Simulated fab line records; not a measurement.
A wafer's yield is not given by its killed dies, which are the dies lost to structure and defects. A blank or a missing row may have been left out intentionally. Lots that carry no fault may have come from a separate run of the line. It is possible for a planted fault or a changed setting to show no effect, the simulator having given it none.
fab line records    flow n5_finfet
record lots=7  wafers=21  last_day=17
route steps=1938 shown DUMMY_GATE@217
lots that met no fault: taken from a fault-free run of the same line
start_h: hours from the record's opening day to when the first of the lot's shown wafers began    wait_h: hours since the lot's step before    " identical to the entry in the row above    L1.1+2: a row that stands for several wafers    - no value, or no start given    * or withheld: withheld    < > ~ a bound
route shown NAME@n: NAME is a module with steps in the file, n the number in the route of the first one    usual: mean/standard deviation of fault-free wafers    same: alike in all rows    chamber/n: place in a boat    sites: the reading at each site    _std_site: the standard deviation of these    _edge_site: outer sites' mean less inner sites'    radius_mm: for every site, how far away it sits from the centre of the wafer    mask NAME#n: copy n    behind: the tool/chamber that last shaped the wafer    hold: what put the lot on hold/how long, in hours/how the hold closed    device: the transistor (n, p or np) that didn't switch    end of line: the tests these same wafers got at the end of their route    a step given without rows: its recipe and nothing more    killed: dies lost to structure and defects at the first sort, not the wafer's yield    map: the dies of a wafer, with x for killed, . for not killed, _ for no die there
set.NAME: the setting that was run; set.NAME@STEP: the one run at that earlier step    model.NAME: the simulator's own value behind a step, which no gauge read
lots at some steps of the route; a table a step, a row a wafer
services: from which hour (start_h, from the record's first day; less than 0 if before it) a tool's chamber was out of use, for how many hours, and why
## steps
# step N5_DUMMY_GATE_SRD_47
# recipe dry_time_s=32  dry=n2_spin  spin_rpm=1500
# step N5_DUMMY_GATE_CMP_04
# recipe material=a-Si  post_cmp_clean=alkaline_brush
# usual motor_current_A=10.3/1.3  time_to_endpoint_s=14.5/2.5
lot.wafer  tool    chamber  start_h  wait_h  motor_current_A  time_to_endpoint_s
L498.3     cmp-02  0        49.35    0.0     11.3             10.8
L498.5     "       0        "        "       10.7             12.8
L498.6     "       1        "        "       11.4             12.1
L507.4     cmp-01  3        105.91   0.1     12.5             14.4
L507.6     "       1        "        "       10.0             15.3
L507.5     "       2        "        "       8.3              17.8
L508.1     cmp-01  2        108.48   0.1     8.3              18.8
L508.4     "       0        "        "       9.7              14.3
L508.5     "       1        "        "       10.1             14.2
L509.2     cmp-01  3        114.14   0.0     12.6             14.5
L509.1     "       1        "        "       10.1             14.2
L509.5     "       0        "        "       9.8              15.5
L514.2     cmp-02  0        146.39   0.1     11.0             13.0
L514.3     "       2        "        "       12.3             20.6
L514.6     "       0        "        "       11.3             12.8
L518.4     cmp-02  3        167.26   0.1     9.0              14.7
L518.6     "       0        "        "       11.1             12.3
L518.5     "       1        "        "       10.8             13.8
L520.3     cmp-01  1        177.96   0.0     9.7              18.1
L520.1     "       2        "        "       8.7              17.9
L520.6     "       2        "        "       8.8              18.6
# step N5_DUMMY_GATE_THK_MEAS_05
# usual thk_nm=72.1/1.1
lot.wafer  tool           chamber  start_h  wait_h  thk_nm
L498.3     film_metro-02  -        49.59    0.2     69.5
L498.5     "              -        "        "       70.5
L498.6     "              -        "        "       71.6
L507.4     film_metro-02  -        106.09   0.2     72.6
L507.5     "              -        "        "       73.6
L507.6     "              -        "        "       72.4
L508.1     film_metro-01  -        108.69   0.2     73.0
L508.4     "              -        "        "       71.5
L508.5     "              -        "        "       72.3
L509.1     film_metro-02  -        114.38   0.1     72.0
L509.2     "              -        "        "       72.2
L509.5     "              -        "        "       72.9
L514.2     film_metro-02  -        146.60   0.2     71.7
L514.3     "              -        "        "       73.8
L514.6     "              -        "        "       72.1
L518.4     film_metro-02  -        167.41   0.1     72.3
L518.5     "              -        "        "       71.3
L518.6     "              -        "        "       71.4
L520.1     film_metro-02  -        178.20   0.2     73.5
L520.3     "              -        "        "       72.7
L520.6     "              -        "        "       74.9
# step N5_DUMMY_GATE_HM_DEP_06
# recipe material=SiNx  target_thk_a=800  precursor=DCS/NH3  temp_c=700  pressure_mtorr=300  time_s=5141
# step N5_DUMMY_GATE_PECVD_30
# recipe material=SiO2  target_thk_a=550  temp_c=400  precursor=TEOS/O2  pressure_torr=6.5  rf_w=withheld  teos_flow_sccm=withheld  gas=O2  flow_sccm=2650  time_s=10.8
# step N5_DUMMY_GATE_COAT_34
# recipe resist=SOC  temp_c=250  time_s=60  spin_rpm=1500  resist_thk_nm=60
# step N5_DUMMY_GATE_COAT_35
# recipe resist=SiARC  temp_c=220  time_s=60  spin_rpm=1500  resist_thk_nm=10
# step N5_DUMMY_GATE_COAT_28
# recipe resist=underlayer  temp_c=205  time_s=60  spin_rpm=1500  resist_thk_nm=10
# step N5_DUMMY_GATE_COAT_09
# recipe resist=CAR-EUV  spin_rpm=1500  resist_thk_nm=30
# step N5_DUMMY_GATE_EBR_11
# recipe solvent=PGMEA  ebr_width_mm=1.5
# step N5_DUMMY_GATE_SOFTBAKE_10
# recipe temp_c=110  time_s=60  resist=CAR-EUV
# step N5_DUMMY_GATE_EXPOSE_12
# recipe mask_id=GATE  na=0.33  source_shape=annular  sigma_inner=0.2  sigma_outer=0.6  polarization=unpolarized  target_cd_nm=25  dose_mj=34
# step N5_DUMMY_GATE_PEB_13
# recipe peb_temp_c=100  peb_time_s=60  resist=CAR-EUV
# usual chill_plate_temp_C=22.99/0.1  exhaust_pa=45.1/0.8
lot.wafer  tool            chamber  start_h  wait_h  chill_plate_temp_C  exhaust_pa
L498.3     litho_track-04  0        55.78    0.0     23.11               45.7
L498.5     "               0        "        "       22.97               46.7
L498.6     "               0        "        "       22.93               43.4
L507.4     litho_track-04  -        110.32   0.0     -                   -
L507.5     "               -        "        "       -                   -
L507.6     "               -        "        "       -                   -
L508.1     litho_track-03  -        113.05   0.1     -                   -
L508.4     "               -        "        "       -                   -
L508.5     "               -        "        "       -                   -
L509.1     litho_track-03  -        118.61   0.1     -                   -
L509.2     "               -        "        "       -                   -
L509.5     "               -        "        "       -                   -
L514.2     litho_track-02  0        152.78   0.0     23.00               44.9
L514.3     "               0        "        "       22.99               44.8
L514.6     "               0        "        "       22.80               44.8
L518.4     litho_track-03  0        171.65   0.0     22.96               46.0
L518.5     "               0        "        "       23.07               46.9
L518.6     "               0        "        "       22.99               45.5
L520.1     litho_track-04  0        182.56   0.1     22.83               46.3
L520.3     "               0        "        "       22.87               44.6
L520.6     "               0        "        "       23.03               44.7
# step N5_DUMMY_GATE_DEVELOP_14
# recipe develop_time_s=30  developer=TMAH  resist=CAR-EUV  rinse_liquid=surfactant_rinse  dry=air_spin  dev_temp_c=23
## services
tool            chamber  start_h  hours  kind
cmp-02          -        38.78    0.4    repair
cmp-01          -        53.33    2.1    repair
cmp-02          -        56.46    4.9    pm
cmp-02          -        61.37    7.6    pm
cmp-01          -        66.30    4.0    pm
litho_track-03  -        67.12    -      consumable_replace:filter
cmp-01          -        70.30    -      consumable_replace:conditioner
cmp-01          -        70.30    -      consumable_replace:pad
cmp-01          -        90.59    2.2    repair
cmp-02          -        123.18   4.0    pm
cmp-02          -        127.18   -      consumable_replace:conditioner
cmp-02          -        127.18   -      consumable_replace:pad
cmp-01          -        159.94   1.0    repair
## key
first_sign step=N5_DUMMY_GATE_PEB_13  reading=tool_record  direction=missing
effect none on later readings
met_at N5_DUMMY_GATE_PEB_13
struck_wafers L507.4,L507.5,L507.6,L508.1,L508.4,L508.5,L509.1,L509.2,L509.5
later_rows_left_out L507.4,L507.5,L507.6,L508.1,L508.4,L508.5,L509.1,L509.2,L509.5
sort_left_out L507.4,L507.5,L507.6,L508.1,L508.4,L508.5,L509.1,L509.2,L509.5
onset_between 55.78 110.32
fault kind=skipped_step_whole  tool=litho_track-03,litho_track-04  chamber=-  onset_h=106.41  steps=N5_DUMMY_GATE_PEB_13  scope=struck_lots_only
# sort_left_out: the simulated sort isn't trusted on such a fault, so these wafers' sort isn't shown, and their yield isn't known
# later_rows_left_out: the simulator's readings of these wafers behind a module that went badly wrong aren't trusted and aren't shown, but for the sort
